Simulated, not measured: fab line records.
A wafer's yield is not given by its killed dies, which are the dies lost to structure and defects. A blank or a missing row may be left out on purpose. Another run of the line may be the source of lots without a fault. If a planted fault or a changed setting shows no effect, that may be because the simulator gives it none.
Split-lot study	flow n5_finfet	on a route of 1938 steps: 7 lots, 21 wafers read

## ABOUT THE SPLIT
At N5_BEOL_M5_COAT_22 (resist thk 30 nm), the setting spin_rpm was moved away from the recipe's 1500 rpm on 5 of the 21 wafers read, by -8.9% to +10.3%. All remaining wafers had this setting at the recipe value.

## FROM THE SPLIT TO THE READING: what the file shows between them, 4 steps
- N5_BEOL_M5_EBR_24
- N5_BEOL_M5_SOFTBAKE_23: time 60 s
- N5_BEOL_M5_EXPOSE_25: exposes mask V4, defocus 10 nm
- N5_BEOL_M5_PEB_26: peb time 60 s

## THE READING
CAR-EUV_of_BEOL_M5_COAT_22.thk_nm (the simulator's own value, which no gauge read), in nm, at N5_BEOL_M5_DEVELOP_27 (develop time 30 s). The file gives no usual value for it. The 16 wafers here that ran the recipe average 29.6 nm, standard deviation 0.071 nm.

wafer	tool, chamber at the split	spin_rpm as run, rpm	against the recipe	CAR-EUV_of_BEOL_M5_COAT_22.thk_nm, nm	against lot-mates on the recipe
L074.1	litho_track-04, 0	1593	+6.2%	28.8	-0.8
L074.3	litho_track-04, 0	1500	recipe	29.6	-
L074.5	litho_track-04, 0	1500	recipe	29.6	-
L075.2	litho_track-03, 0	1500	recipe	29.4	-
L075.3	litho_track-03, 0	1367	-8.9%	31	+1.5
L075.5	litho_track-03, 0	1500	recipe	29.6	-
L079.2	litho_track-03, 0	1415	-5.7%	30.6	+0.8
L079.3	litho_track-03, 0	1415	-5.7%	30.6	+0.8
L079.4	litho_track-03, 0	1500	recipe	29.8	-
L080.1	litho_track-04, 0	1500	recipe	29.6	-
L080.2	litho_track-04, 0	1500	recipe	29.6	-
L080.6	litho_track-04, 0	1500	recipe	29.6	-
L083.1	litho_track-01, 0	1654	+10.3%	28	-1.6
L083.3	litho_track-01, 0	1500	recipe	29.6	-
L083.6	litho_track-01, 0	1500	recipe	29.6	-
L084.1	litho_track-04, 0	1500	recipe	29.6	-
L084.2	litho_track-04, 0	1500	recipe	29.6	-
L084.3	litho_track-04, 0	1500	recipe	29.6	-
L096.1	litho_track-03, 0	1500	recipe	29.6	-
L096.3	litho_track-03, 0	1500	recipe	29.6	-
L096.4	litho_track-03, 0	1500	recipe	29.6	-

THE FIT
A straight line over all 21 wafers: CAR-EUV_of_BEOL_M5_COAT_22.thk_nm changes by -0.157 nm for each +1% of spin_rpm; r = -0.99; the points scatter about the line by 0.082 nm.
The same after taking each lot's own level away (the mean of its wafers on the recipe; 21 wafers): -0.153 nm for each +1%; r = -0.99; scatter 0.061 nm.
Per that fit: largest spin_rpm move, reading shift of 1.6 nm.
The span of the lots' own levels, 29.50 to 29.80 nm, comes to 4.2 times the standard deviation stated above.
The two slopes agree, so the slope changes little with the lot-to-lot level.
Check: -1.53 nm against its lot-mates is what the line predicts for one of the wafers moved furthest among these (+10.3%) when that wafer is left out of the fit. Against them it came out at -1.6 nm.

## THESE WAFERS: OTHER SPLITS
Note: prior to the reading, these wafers also went through further splits. Each is held against what the fit with the lots' levels taken away leaves over:
other split on the same wafers	wafers away from the commonest value	r with CAR-EUV_of_BEOL_M5_COAT_22.thk_nm (lot level and that fit taken away)
N5_BEOL_M4_DESCUM_33 time_s	10	+0.18
N5_BEOL_M4_ETCH_70 time_s	6	-0.12
N5_BEOL_M5_COAT_74 spin_rpm	9	-0.54

## THE WHOLE CHAIN: every reading that the file lists as answering this split, in the file's order
step	what it does	reading	change (the file's fit)	r (the file's)
N5_BEOL_M5_COAT_22	resist thk 30 nm	CAR-EUV_of_BEOL_M5_COAT_22.thk_nm (the simulator's own value, which no gauge read)	-0.145 nm for each +1% of the setting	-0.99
N5_BEOL_M5_DEVELOP_27	develop time 30 s	CAR-EUV_of_BEOL_M5_COAT_22.thk_nm (the simulator's own value, which no gauge read)	-0.154 nm for each +1% of the setting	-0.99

## FILE'S OWN FIT
CAR-EUV_of_BEOL_M5_COAT_22.thk_nm changes by -0.154 nm for each +1% of spin_rpm, r = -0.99.
